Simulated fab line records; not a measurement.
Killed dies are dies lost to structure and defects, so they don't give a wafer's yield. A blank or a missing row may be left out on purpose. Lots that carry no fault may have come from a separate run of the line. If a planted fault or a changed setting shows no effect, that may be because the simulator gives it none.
fab line records    flow nand-harc
[record] lots = 11  wafers = 33  last-day = 24
route steps=1159 shown A_CONTACT@932
lots with no fault: from the same line, run without faults
start-h: start of the lot's first displayed wafer, in hours after the record's first day    wait-h: hours from the lot's prior step to this one    " same as the row above    L1.1+2: several wafers, shown together as one row    - either no value or no given start    * or withheld: withheld    < > ~ a bound
route shown NAME@n: names a module that has steps shown in the file, with the first one's number in the route    usual: mean and standard deviation over wafers with no fault    same: alike in all rows    chamber/n: place in a boat    sites: each site's reading    _std_site: standard deviation of those values    _edge_site: mean of outer sites minus mean of inner sites    radius-mm: how far each site lies from the wafer's centre    mask NAME#n: copy n    behind: the tool/chamber that last shaped the wafer    hold: why the lot went on hold/how many hours it stayed there/how the hold came to an end    device: which transistor (n, p or np) failed to switch    end of line: at the end of the route, the tests of the same wafers    for a step that has no rows: nothing shown but its recipe    killed: dies lost to structure and defects at the first sort, not the wafer's yield    map: a wafer's dies, marking killed ones x, the rest . and places with no die _
set.NAME: the setting the step ran with; set.NAME@STEP: the setting that earlier step ran with    model.NAME: the simulator's own value behind a step, which no gauge read
steps of the route over a sample of lots; a table a step, a row a wafer
services: the hour from which a tool's chamber was out of use, counted from the record's first day as start-h (under 0 if before that day), plus the number of hours and why
[[steps]]
[step NHARC_A_CONTACT_EXPOSE_05]
[recipe] na = 1.35  sigma-outer = 0.8  dose-mj = 84.24  mask-id = A_CC
[usual] exposure-dose-mJ-cm2 = 84.21/0.078
lot.wafer  tool             chamber  start-h  wait-h  mask    exposure-dose-mJ-cm2
L599.4     arfi-scanner-02  0        375.45   -       A_CC#0  84.23
L599.5     "                0        "        "       A_CC#0  84.29
L599.6     "                0        "        "       A_CC#0  84.27
L601.3     arfi-scanner-03  0        401.74   -       A_CC#0  84.14
L601.5     "                0        "        "       A_CC#0  84.21
L601.6     "                0        "        "       A_CC#0  84.15
L604.1     arfi-scanner-02  0        420.32   -       A_CC#0  84.05
L604.2     "                0        "        "       A_CC#0  84.20
L604.6     "                0        "        "       A_CC#0  84.23
L603.4     arfi-scanner-01  0        425.42   -       A_CC#0  84.28
L603.5     "                0        "        "       A_CC#0  84.35
L603.6     "                0        "        "       A_CC#0  84.22
L606.1     arfi-scanner-01  0        429.81   -       A_CC#0  84.21
L606.2     "                0        "        "       A_CC#0  84.25
L606.4     "                0        "        "       A_CC#0  84.11
L607.4     arfi-scanner-02  0        451.11   -       A_CC#0  84.22
L607.5     "                0        "        "       A_CC#0  84.16
L607.6     "                0        "        "       A_CC#0  84.25
L614.4     arfi-scanner-01  0        462.35   -       A_CC#0  84.13
L614.5     "                0        "        "       A_CC#0  84.33
L614.6     "                0        "        "       A_CC#0  84.14
L613.1     arfi-scanner-01  0        477.71   -       A_CC#0  84.21
L613.3     "                0        "        "       A_CC#0  84.11
L613.6     "                0        "        "       A_CC#0  84.20
L621.1     arfi-scanner-03  0        508.40   -       A_CC#0  84.25
L621.2     "                0        "        "       A_CC#0  84.17
L621.6     "                0        "        "       A_CC#0  84.17
L620.3     arfi-scanner-03  0        518.68   -       A_CC#0  84.39
L620.4     "                0        "        "       A_CC#0  84.36
L620.6     "                0        "        "       A_CC#0  84.26
L622.1     arfi-scanner-02  0        523.26   -       A_CC#0  84.17
L622.2     "                0        "        "       A_CC#0  84.13
L622.4     "                0        "        "       A_CC#0  84.28
[step NHARC_A_CONTACT_OVL_MEAS_09]
[usual] overlay-x-nm = 0.2/0.79  overlay-y-nm = 0.0/0.79
lot.wafer  tool        chamber  start-h  wait-h  overlay-x-nm  overlay-y-nm
L599.4     overlay-01  -        375.66   -       1.1           1.1
L599.5     "           -        "        "       1.0           1.2
L599.6     "           -        "        "       1.0           0.8
L601.3     overlay-02  -        401.96   -       0.4           -0.2
L601.5     "           -        "        "       0.5           0.1
L601.6     "           -        "        "       1.7           0.5
L604.1     overlay-02  -        420.55   -       0.6           -1.7
L604.2     "           -        "        "       0.7           -1.1
L604.6     "           -        "        "       0.9           -1.4
L603.4     overlay-02  -        425.64   -       -0.9          0.1
L603.5     "           -        "        "       -1.0          0.4
L603.6     "           -        "        "       -0.6          0.5
L606.1     overlay-02  -        430.04   -       -0.8          0.0
L606.2     "           -        "        "       -0.4          0.2
L606.4     "           -        "        "       -0.9          0.5
L607.4     overlay-01  -        451.33   -       -0.7          -0.7
L607.5     "           -        "        "       0.0           -0.8
L607.6     "           -        "        "       -0.4          -0.6
L614.4     overlay-02  -        462.57   -       9.9           0.5
L614.5     "           -        "        "       9.8           0.6
L614.6     "           -        "        "       9.6           0.0
L613.1     overlay-01  -        477.94   -       8.4           -1.2
L613.3     "           -        "        "       8.7           -1.2
L613.6     "           -        "        "       9.2           -1.4
L621.1     overlay-01  -        508.63   -       -0.7          -1.3
L621.2     "           -        "        "       0.1           -0.6
L621.6     "           -        "        "       -0.2          -1.3
L620.3     overlay-02  -        518.90   -       0.1           -0.8
L620.4     "           -        "        "       0.1           -0.9
L620.6     "           -        "        "       -0.7          -0.8
L622.1     overlay-01  -        523.49   -       -0.1          0.0
L622.2     "           -        "        "       0.6           0.9
L622.4     "           -        "        "       0.6           0.7
[step NHARC_A_CONTACT_DESCUM_13]
[recipe] time-s = 3  o2-flow-sccm = 200  ar-flow-sccm = 0  bias-power-w = 0  chemistry = O2
[usual] drypump-motor-current-A = 5.9/0.31  oes-product-au = 1.004/0.0087  rf-vpp-V = 57.9/0.83  showerhead-plenum-p-Torr = 1.94/0.073  throttle-valve-pct = 11.312/0.0082
lot.wafer  tool         chamber  start-h  wait-h  drypump-motor-current-A  oes-product-au  rf-hours-counter-h  rf-vpp-V  showerhead-plenum-p-Torr  throttle-valve-pct
L599.4     rie-diel-07  3        375.79   0.1     6.2                      1.015           27                  58.3      1.82                      11.313
L599.5     "            0        "        "       5.6                      0.995           -                   59.1      1.96                      11.308
L599.6     "            1        "        "       5.9                      1.014           -                   58.5      2.01                      11.302
L601.3     rie-diel-07  2        402.07   0.1     6.2                      0.997           34                  57.6      1.97                      11.316
L601.5     "            1        "        "       5.9                      1.006           -                   58.9      2.01                      11.313
L601.6     "            2        "        "       6.2                      1.000           -                   59.5      1.97                      11.324
L604.1     rie-diel-07  0        420.65   0.1     5.6                      1.006           2                   57.3      1.96                      11.302
L604.2     "            1        "        "       5.9                      0.997           2                   58.5      2.00                      11.313
L604.6     "            0        "        "       5.6                      1.000           -                   58.3      1.96                      11.309
L603.4     rie-diel-07  0        425.74   0.1     5.6                      1.011           3                   57.7      1.96                      11.306
L603.5     "            3        "        "       6.2                      1.018           -                   57.9      1.81                      11.329
L603.6     "            0        "        "       5.6                      1.001           -                   57.0      1.95                      11.319
L606.4     rie-diel-07  0        430.14   0.1     5.6                      0.997           4                   57.8      1.95                      11.305
L606.1     "            2        "        "       6.2                      1.003           3                   56.1      1.97                      11.319
L606.2     "            3        "        "       6.2                      1.010           3                   57.4      1.81                      11.314
L607.4     rie-diel-07  1        451.43   0.1     5.9                      1.011           8                   57.7      2.00                      11.313
L607.5     "            0        "        "       5.6                      1.000           -                   58.2      1.95                      11.311
L607.6     "            1        "        "       5.9                      0.996           -                   59.5      2.00                      11.318
L614.4     rie-diel-07  2        462.68   0.1     6.2                      0.997           12                  57.8      1.97                      11.313
L614.6     "            0        "        "       5.7                      0.993           -                   57.9      1.95                      11.308
L614.5     "            1        "        "       5.9                      0.999           -                   58.1      2.00                      11.313
L613.1     rie-diel-07  2        478.04   0.1     6.2                      0.999           14                  58.4      1.97                      11.314
L613.3     "            3        "        "       6.1                      1.024           13                  57.8      1.81                      11.315
L613.6     "            2        "        "       6.2                      1.003           -                   58.4      1.97                      11.309
L621.2     rie-diel-06  1        508.74   0.1     6.0                      1.004           29                  58.8      2.05                      11.319
L621.1     "            2        "        "       5.5                      1.004           28                  58.0      1.93                      11.323
L621.6     "            1        "        "       6.0                      0.999           -                   60.7      2.05                      11.300
L620.3     rie-diel-06  3        518.99   0.1     6.0                      0.996           37                  58.2      1.98                      11.308
L620.4     "            1        "        "       6.0                      0.987           -                   58.2      2.04                      11.310
L620.6     "            2        "        "       5.5                      1.002           -                   57.7      1.93                      11.319
L622.2     rie-diel-06  2        523.60   0.1     5.5                      1.019           34                  58.5      1.93                      11.311
L622.1     "            3        "        "       6.0                      1.004           38                  59.2      1.98                      11.320
L622.4     "            3        "        "       6.0                      1.006           -                   58.2      1.98                      11.309
[step NHARC_A_CONTACT_ETCH_88]
[recipe] target-depth-a = 390  over-etch-frac = 0.3  time-s = 65  ion-energy-ev = 80  cf4-flow-sccm = 150  ar-flow-sccm = 0  rf-w = 300  bias-w = 100  chemistry = CF4
[usual] cf4-flow-sccm = 150.0/0.46  drypump-motor-current-A = 5.9/0.31  oes-product-au = 1.002/0.009  rf-vpp-V = 151.6/1.2  showerhead-plenum-p-Torr = 1.79/0.064  throttle-valve-pct = 13.285/0.0087
[same] over-etch-frac = 0.3
lot.wafer  tool         chamber  start-h  wait-h  cf4-flow-sccm  drypump-motor-current-A  oes-product-au  rf-hours-counter-h  rf-vpp-V  showerhead-plenum-p-Torr  throttle-valve-pct
L599.4     rie-diel-07  2        375.86   0.1     150.4          6.2                      1.005           29                  151.8     1.82                      13.276
L599.5     "            0        "        "       149.7          5.6                      0.999           -                   152.8     1.81                      13.286
L599.6     "            1        "        "       150.1          5.9                      1.022           -                   153.7     1.85                      13.281
L601.3     rie-diel-07  0        402.14   0.1     149.7          5.6                      1.007           31                  152.4     1.81                      13.287
L601.6     "            0        "        "       150.3          5.6                      1.003           -                   151.1     1.81                      13.279
L601.5     "            1        "        "       149.1          5.9                      1.012           -                   152.1     1.85                      13.282
L604.1     rie-diel-07  3        420.73   0.1     150.1          6.2                      1.005           1                   150.5     1.68                      13.284
L604.2     "            0        "        "       150.9          5.6                      0.992           2                   153.1     1.80                      13.283
L604.6     "            3        "        "       149.7          6.2                      1.010           -                   150.9     1.68                      13.285
L603.4     rie-diel-07  3        425.84   0.1     150.3          6.2                      1.000           2                   149.7     1.68                      13.286
L603.5     "            0        "        "       150.6          5.6                      0.991           -                   151.9     1.80                      13.271
L603.6     "            1        "        "       149.7          5.9                      1.004           -                   152.0     1.85                      13.287
L606.1     rie-diel-07  0        430.22   0.1     150.0          5.6                      0.991           4                   150.6     1.80                      13.288
L606.4     "            1        "        "       150.1          5.9                      1.000           4                   153.1     1.85                      13.296
L606.2     "            3        "        "       149.9          6.2                      0.996           3                   151.0     1.68                      13.275
L607.4     rie-diel-07  3        451.52   0.1     150.1          6.1                      1.013           7                   149.5     1.68                      13.291
L607.5     "            1        "        "       149.8          5.8                      0.995           -                   152.9     1.84                      13.294
L607.6     "            2        "        "       150.5          6.2                      1.002           -                   152.3     1.82                      13.273
L614.4     rie-diel-07  3        463.22   0.5     150.5          6.2                      1.013           11                  149.1     1.68                      13.276
L614.6     "            2        "        "       150.3          6.2                      1.007           -                   151.8     1.82                      13.300
L614.5     "            3        "        "       150.3          6.2                      1.021           -                   151.2     1.68                      13.294
L613.3     rie-diel-07  1        478.18   0.1     150.5          5.9                      1.003           14                  152.8     1.84                      13.279
L613.1     "            2        "        "       150.4          6.2                      1.002           14                  151.2     1.81                      13.282
L613.6     "            0        "        "       150.1          5.6                      0.997           -                   152.2     1.80                      13.280
L621.2     rie-diel-06  2        508.83   0.1     150.0          5.4                      1.013           28                  153.0     1.78                      13.283
L621.1     "            3        "        "       149.8          6.0                      1.010           32                  152.0     1.82                      13.302
L621.6     "            2        "        "       149.6          5.5                      1.006           -                   152.4     1.78                      13.276
L620.3     rie-diel-06  3        519.11   0.1     150.3          6.0                      1.002           37                  151.8     1.82                      13.290
L620.4     "            1        "        "       149.5          6.0                      1.003           -                   151.8     1.88                      13.291
L620.6     "            3        "        "       150.1          6.0                      1.009           -                   153.9     1.82                      13.283
L622.2     rie-diel-06  2        523.70   0.1     149.9          5.5                      1.003           34                  150.6     1.78                      13.292
L622.1     "            3        "        "       149.9          6.0                      1.002           38                  152.6     1.82                      13.288
L622.4     "            3        "        "       149.3          6.0                      1.000           -                   153.4     1.82                      13.273
[step NHARC_A_CONTACT_ETCH_136]
[recipe] source-w = withheld  pressure-mtorr = 20  bias-v = 3000  time-s = 132  target-depth-a = 12870  ar-flow-sccm = withheld  c4f8-flow-sccm = withheld  o2-flow-sccm = withheld  chemistry = C4F8/O2/Ar
lot.wafer  tool             chamber  start-h  wait-h  rf-hours-counter-h
L599.4     har-cap-etch-01  1        377.13   0.1     -
L599.6     "                0        "        "       -
L599.5     "                1        "        "       -
L601.3     har-cap-etch-01  1        403.53   0.1     -
L601.5     "                1        "        "       -
L601.6     "                0        "        "       -
L604.1     har-cap-etch-03  0        421.96   0.1     88
L604.2     "                1        "        "       88
L604.6     "                1        "        "       -
L603.4     har-cap-etch-01  0        427.23   0.1     -
L603.6     "                0        "        "       -
L603.5     "                1        "        "       -
L606.2     har-cap-etch-02  1        431.47   0.1     17
L606.1     "                0        "        "       17
L606.4     "                0        "        "       -
L607.4     har-cap-etch-02  1        452.80   0.1     -
L607.6     "                0        "        "       -
L607.5     "                1        "        "       -
L614.4     har-cap-etch-01  1        464.48   0.1     -
L614.5     "                1        "        "       -
L614.6     "                0        "        "       -
L613.1     har-cap-etch-03  1        479.52   0.1     102
L613.3     "                1        "        "       -
L613.6     "                1        "        "       -
L621.1     har-cap-etch-02  1        510.34   0.1     31
L621.2     "                0        "        "       31
L621.6     "                1        "        "       -
L620.4     har-cap-etch-01  0        520.54   0.1     -
L620.3     "                1        "        "       -
L620.6     "                1        "        "       -
L622.2     har-cap-etch-03  1        525.08   0.1     110
L622.1     "                0        "        "       110
L622.4     "                1        "        "       -
[[services]]
tool             chamber  start-h  hours  kind
arfi-scanner-01  -        352.97   4.4    repair
arfi-scanner-02  -        355.13   3.6    repair
rie-diel-07      0        359.95   -      clean
rie-diel-07      1        359.95   -      clean
rie-diel-07      2        359.95   -      clean
rie-diel-07      3        359.95   -      clean
arfi-scanner-03  -        366.07   0.4    repair
arfi-scanner-01  -        368.00   4.0    pm
rie-diel-07      0        384.45   -      clean
rie-diel-07      1        384.45   -      clean
rie-diel-07      2        384.45   -      clean
rie-diel-07      3        384.45   -      clean
rie-diel-06      -        390.24   1.4    repair
har-cap-etch-01  -        394.75   0.2    repair
rie-diel-07      -        405.20   9.0    pm
rie-diel-07      0        405.20   9.0    vent-cycle
rie-diel-06      -        418.43   9.0    pm
arfi-scanner-02  -        428.00   4.0    pm
rie-diel-07      0        439.06   1.8    repair
rie-diel-06      2        464.28   9.1    repair
arfi-scanner-03  -        484.00   4.0    pm
rie-diel-07      2        495.11   1.8    repair
har-cap-etch-03  -        506.98   0.5    repair
arfi-scanner-01  -        515.74   0.7    repair
[[key]]
[first-sign] step = NHARC_A_CONTACT_OVL_MEAS_09  reading = overlay-x-nm  direction = up  sigmas = 11  usual = 0.2  struck = 9.3
effect none on later readings
met-at NHARC_A_CONTACT_EXPOSE_05
struck-lots L613,L614
tester-left-out L613,L614
not-acting-at NHARC_A_CONTACT_DESCUM_13,NHARC_A_CONTACT_ETCH_88,NHARC_A_CONTACT_ETCH_136
onset-between 429.81 462.35
[fault] kind = scanner-matching-overlay  tool = arfi-scanner-01  chamber = -  onset-h = 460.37  steps = NHARC_A_CONTACT_EXPOSE_05  offset = 7.8759
// tester-left-out: of these lots the tester's yield and bins aren't shown, on N5 and GAA mostly nor the transistor test; their killed dies are dies lost to structure and defects alone, not to doping, threshold or leakage, so they don't give the yield
